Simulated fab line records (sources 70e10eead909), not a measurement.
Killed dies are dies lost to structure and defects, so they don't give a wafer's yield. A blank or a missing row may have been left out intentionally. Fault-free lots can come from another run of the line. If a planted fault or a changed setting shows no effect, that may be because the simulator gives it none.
fab line records	flow nand-harc	part 2 of 2: steps 5 to 6 of 6
record lots=21	wafers=63	last-day=34
route steps=1302 shown A_STAIRCASE@705
lots that met no fault: taken from a fault-free run of the same line
start-h: the number of hours between the record's first day and the start of the first shown wafer of the lot	wait-h: hours from the lot's prior step to this one	" unchanged from the row above	L1.1+2: several wafers, shown together as one row	- no value, or no start was given	* or withheld: withheld	< > ~ a bound
route shown NAME@n: a module of which the file shows steps, and the number in the route of the first	usual: mean/standard deviation of fault-free wafers	same: alike in all rows	chamber/n: place in a boat	sites: per-site readings	_std_site: the values' standard deviation	_edge_site: mean of outer sites minus mean of inner sites	radius-mm: for every site, how far away it sits from the centre of the wafer	mask NAME#n: copy n	behind: the most recent tool/chamber to have shaped the wafer	hold: the reason the lot was held/the length of the hold in hours/how it ended	device: whichever transistor did not switch (one of n, p or np)	end of line: at the end of the route, the tests of the same wafers	a step without rows: its recipe alone	killed: count of dies lost to structure and defects at first sort (not the wafer's yield)	map: dies across one wafer; x = killed, . = not, _ = none there
set.NAME: setting as actually run; set.NAME@STEP: the setting as run at that earlier step	model.NAME: the simulator's own value behind a step, which no gauge read
one table for each step of the route and one row for each wafer, over a sample of lots
services: a tool's chamber out of use, with start hour (start-h, from the record's first day; less than 0 if before it), hours out, and reason
## steps
# step NHARC_A_STAIRCASE_TRIM_202
# recipe time-s=211.2	o2-flow-sccm=500	ar-flow-sccm=0	bias-w=0	chemistry=O2
# usual drypump-motor-current-A=5.8/0.39	o2-flow-sccm=499.8/1.6	oes-product-au=0.998/0.0078	rf-vpp-V=57.6/0.88	showerhead-plenum-p-Torr=3.44/0.13	throttle-valve-pct=17.036/0.0084
# same bias-w=0
lot.wafer	tool	chamber	start-h	wait-h	drypump-motor-current-A	o2-flow-sccm	oes-product-au	rf-hours-counter-h	rf-vpp-V	showerhead-plenum-p-Torr	throttle-valve-pct
L074.1	rie-diel-06	2	-	-	5.8	500.1	0.985	16	58.9	3.61	17.050
L074.3	"	3	"	"	5.5	501.9	0.995	18	57.2	3.32	17.058
L074.4	"	1	"	"	6.5	501.4	0.996	17	57.2	3.42	17.040
L075.2	rie-diel-03	1	-	-	5.4	500.6	1.002	25	57.6	3.53	17.029
L075.4	"	3	"	"	5.5	499.2	0.988	28	57.9	3.52	17.041
L075.1	"	0	"	"	5.8	498.7	1.000	30	58.7	3.44	17.039
L076.2	rie-diel-05	2	-	-	6.4	499.8	1.002	44	56.9	3.30	17.034
L076.1	"	3	"	"	6.5	497.5	1.007	50	58.7	3.31	17.044
L076.6	"	2	"	"	6.4	500.5	1.000	-	56.9	3.30	17.042
L077.4	rie-diel-05	2	-	-	6.4	500.1	0.997	46	56.5	3.30	17.038
L077.1	"	3	"	"	6.4	501.5	1.005	51	55.8	3.31	17.041
L077.3	"	0	"	"	5.4	499.1	0.998	52	57.2	3.28	17.041
L078.2	rie-diel-06	1	-	-	6.5	503.2	0.990	25	59.0	3.42	17.028
L078.3	"	2	"	"	5.8	499.1	0.998	26	57.3	3.60	17.040
L078.5	"	2	"	"	5.8	498.5	0.987	-	56.6	3.60	17.042
L079.3	rie-diel-03	1	-	-	5.4	502.6	1.005	34	58.8	3.53	17.041
L079.4	"	2	"	"	6.1	501.8	0.994	33	58.4	3.37	17.037
L079.6	"	1	"	"	5.5	503.4	1.004	-	56.9	3.53	17.046
L081.1	rie-diel-03	1	-	-	5.4	497.7	0.996	43	58.1	3.52	17.034
L081.2	"	3	"	"	5.6	499.9	1.006	42	58.0	3.51	17.019
L081.5	"	0	"	"	5.8	502.1	1.007	-	55.0	3.43	17.043
L082.3	rie-diel-06	1	-	-	6.5	499.6	1.005	37	58.1	3.41	17.036
L082.2	"	3	"	"	5.5	495.7	0.993	41	56.4	3.31	17.029
L082.5	"	2	"	"	5.9	500.4	0.981	-	57.6	3.60	17.041
L083.1	rie-diel-06	3	-	-	5.5	498.3	0.990	49	57.5	3.31	17.043
L083.3	"	0	"	"	5.8	497.0	0.992	47	56.4	3.41	17.038
L083.5	"	3	"	"	5.5	498.4	1.005	-	56.7	3.31	17.025
L085.3	rie-diel-03	0	-	-	5.8	499.2	1.006	1	59.0	3.43	17.044
L085.2	"	1	"	"	5.4	498.5	0.994	1	58.2	3.52	17.044
L085.6	"	0	"	"	5.8	499.8	1.008	-	57.7	3.43	17.039
L086.1	rie-diel-03	1	-	-	5.4	499.7	0.995	3	56.1	3.52	17.038
L086.6	"	2	"	"	6.0	500.1	0.989	-	56.8	3.36	17.037
L086.5	"	3	"	"	5.5	500.0	0.995	-	57.4	3.51	17.019
L087.2	rie-diel-03	0	-	-	5.8	501.4	1.011	7	56.3	3.42	17.028
L087.1	"	1	"	"	5.4	500.9	0.991	6	57.2	3.52	17.044
L087.5	"	0	"	"	5.8	500.5	1.009	-	58.1	3.42	17.030
L088.4	rie-diel-06	3	-	-	5.5	498.1	1.003	1	56.2	3.30	17.044
L088.1	"	0	"	"	5.8	499.6	1.001	2	56.8	3.40	17.040
L088.2	"	1	"	"	6.5	496.5	1.002	2	58.4	3.41	17.047
L089.3	rie-diel-06	1	-	-	6.5	499.6	0.989	3	57.6	3.41	17.034
L089.4	"	3	"	"	5.5	498.0	0.991	3	56.6	3.30	17.057
L089.5	"	1	"	"	6.5	500.1	0.998	-	57.1	3.40	17.019
L091.3	rie-diel-03	1	-	-	5.4	500.8	0.992	17	58.3	3.51	17.045
L091.5	"	0	"	"	5.8	498.9	0.993	-	58.5	3.41	17.041
L091.6	"	1	"	"	5.4	500.2	0.974	-	57.7	3.51	17.020
L090.2	rie-diel-06	2	-	-	5.9	499.5	1.005	9	59.2	3.58	17.027
L090.3	"	0	"	"	5.8	503.7	1.013	5	57.4	3.40	17.029
L090.5	"	3	"	"	5.5	496.1	1.001	-	56.4	3.30	17.030
L092.4	rie-diel-03	0	-	-	5.8	500.9	1.006	28	59.5	3.41	17.041
L092.2	"	2	"	"	6.1	500.2	0.992	25	57.2	3.35	17.040
L092.5	"	0	"	"	5.8	500.7	1.006	-	58.2	3.41	17.032
L093.2	rie-diel-03	0	-	-	5.8	501.8	0.999	28	56.7	3.41	17.033
L093.4	"	2	"	"	6.1	500.0	0.987	25	58.5	3.35	17.017
L093.6	"	0	"	"	5.8	502.3	1.004	-	57.7	3.41	17.028
L094.3	rie-diel-05	2	-	-	6.4	500.3	0.996	59	58.1	3.27	17.037
L094.4	"	1	"	"	5.0	498.1	1.000	46	58.2	3.75	17.043
L094.5	"	2	"	"	6.4	497.4	0.990	-	57.5	3.27	17.041
L096.3	rie-diel-03	2	-	-	6.1	499.1	0.996	40	56.4	3.34	17.039
L096.1	"	3	"	"	5.6	503.4	1.006	38	58.5	3.49	17.033
L096.5	"	1	"	"	5.4	502.2	0.991	-	57.8	3.50	17.037
L097.3	rie-diel-03	1	-	-	5.4	499.4	0.988	42	57.6	3.50	17.036
L097.2	"	3	"	"	5.5	500.4	0.994	40	57.6	3.49	17.034
L097.6	"	1	"	"	5.4	500.4	0.990	-	56.8	3.50	17.044
# step NHARC_A_STAIRCASE_STRIP_238
# recipe power-w=1500	temp-c=250	chemistry=O2
# usual drypump-motor-current-A=5.51/0.27	heater-power-w=324/27
lot.wafer	tool	chamber	start-h	wait-h	drypump-motor-current-A	heater-power-w	rf-hours-counter-h
L074.1	plasma-asher-02	1	393.33	0.1	5.66	357	26
L074.4	"	1	"	"	5.69	371	-
L074.3	"	0	"	"	5.88	318	-
L075.1	plasma-asher-01	1	393.61	0.1	5.14	285	7
L075.2	"	0	"	"	5.62	337	7
L075.4	"	1	"	"	5.16	295	-
L076.1	plasma-asher-01	1	398.19	0.3	5.19	287	9
L076.2	"	0	"	"	5.62	347	9
L076.6	"	1	"	"	5.18	288	-
L077.1	plasma-asher-02	0	402.47	0.1	5.79	303	29
L077.3	"	0	"	"	5.79	309	-
L077.4	"	1	"	"	5.69	352	-
L078.2	plasma-asher-02	0	410.37	0.1	5.84	316	32
L078.3	"	0	"	"	5.84	315	-
L078.5	"	1	"	"	5.69	357	-
L079.4	plasma-asher-01	0	415.58	0.2	5.61	344	-
L079.3	"	1	"	"	5.16	289	-
L079.6	"	1	"	"	5.12	293	-
L081.1	plasma-asher-01	1	432.28	0.1	5.15	290	16
L081.2	"	0	"	"	5.60	341	16
L081.5	"	0	"	"	5.61	337	-
L082.2	plasma-asher-01	1	445.37	0.1	5.12	290	19
L082.3	"	0	"	"	5.59	338	-
L082.5	"	0	"	"	5.60	336	-
L083.1	plasma-asher-02	0	470.27	0.1	5.85	315	8
L083.3	"	0	"	"	5.87	323	-
L083.5	"	1	"	"	5.68	360	-
L085.2	plasma-asher-01	1	478.47	0.1	5.12	293	27
L085.3	"	0	"	"	5.60	345	-
L085.6	"	0	"	"	5.61	345	-
L086.1	plasma-asher-01	1	480.06	0.1	5.15	289	27
L086.6	"	1	"	"	5.16	280	-
L086.5	"	0	"	"	5.62	342	-
L087.1	plasma-asher-01	1	489.93	0.1	5.15	283	29
L087.2	"	0	"	"	5.59	343	29
L087.5	"	1	"	"	5.15	286	-
L088.2	plasma-asher-01	0	508.52	0.1	5.62	346	32
L088.1	"	1	"	"	5.18	281	32
L088.4	"	0	"	"	5.61	339	-
L089.4	plasma-asher-01	1	514.03	0.2	5.16	286	-
L089.3	"	0	"	"	5.60	343	-
L089.5	"	1	"	"	5.16	293	-
L091.3	plasma-asher-01	0	533.26	0.2	5.62	341	-
L091.6	"	1	"	"	5.16	304	-
L091.5	"	0	"	"	5.60	343	-
L090.2	plasma-asher-01	1	533.65	0.1	5.18	297	1
L090.3	"	0	"	"	5.61	341	-
L090.5	"	0	"	"	5.61	340	-
L092.2	plasma-asher-01	1	554.32	0.1	5.16	311	5
L092.4	"	0	"	"	5.61	343	-
L092.5	"	1	"	"	5.13	299	-
L093.2	plasma-asher-02	1	554.79	0.1	5.68	368	27
L093.4	"	1	"	"	5.67	368	-
L093.6	"	0	"	"	5.86	317	-
L094.4	plasma-asher-01	1	554.86	0.2	5.14	302	-
L094.3	"	0	"	"	5.60	341	-
L094.5	"	1	"	"	5.16	305	-
L096.1	plasma-asher-02	0	591.41	0.1	5.82	311	33
L096.3	"	0	"	"	5.85	324	-
L096.5	"	1	"	"	5.69	355	-
L097.2	plasma-asher-01	1	596.26	0.1	5.16	307	14
L097.3	"	0	"	"	5.59	332	-
L097.6	"	1	"	"	5.13	300	-
## services
tool	chamber	start-h	hours	kind
rie-diel-03	0	363.90	-	clean
rie-diel-03	1	363.90	-	clean
rie-diel-03	2	363.90	-	clean
rie-diel-03	3	363.90	-	clean
rie-diel-06	-	364.08	3.8	repair
rie-diel-06	1	377.40	2.7	repair
rie-diel-05	-	406.68	9.0	pm
rie-diel-05	3	422.64	4.2	repair
plasma-asher-02	-	426.01	9.0	pm
plasma-asher-01	-	426.49	2.1	repair
rie-diel-03	-	458.40	9.0	pm
rie-diel-06	1	464.95	9.0	repair
plasma-asher-02	-	478.07	0.3	repair
rie-diel-03	2	507.49	8.3	repair
rie-diel-03	3	511.72	7.1	repair
rie-diel-06	0	512.20	5.7	repair
plasma-asher-01	-	519.11	9.0	pm
plasma-asher-02	-	530.17	2.1	repair
rie-diel-06	-	545.51	0.6	repair
rie-diel-03	0	553.36	10.5	repair
plasma-asher-01	-	556.06	1.5	repair
rie-diel-03	3	575.73	3.7	repair
rie-diel-05	-	583.68	9.0	pm
plasma-asher-02	-	593.38	1.5	repair
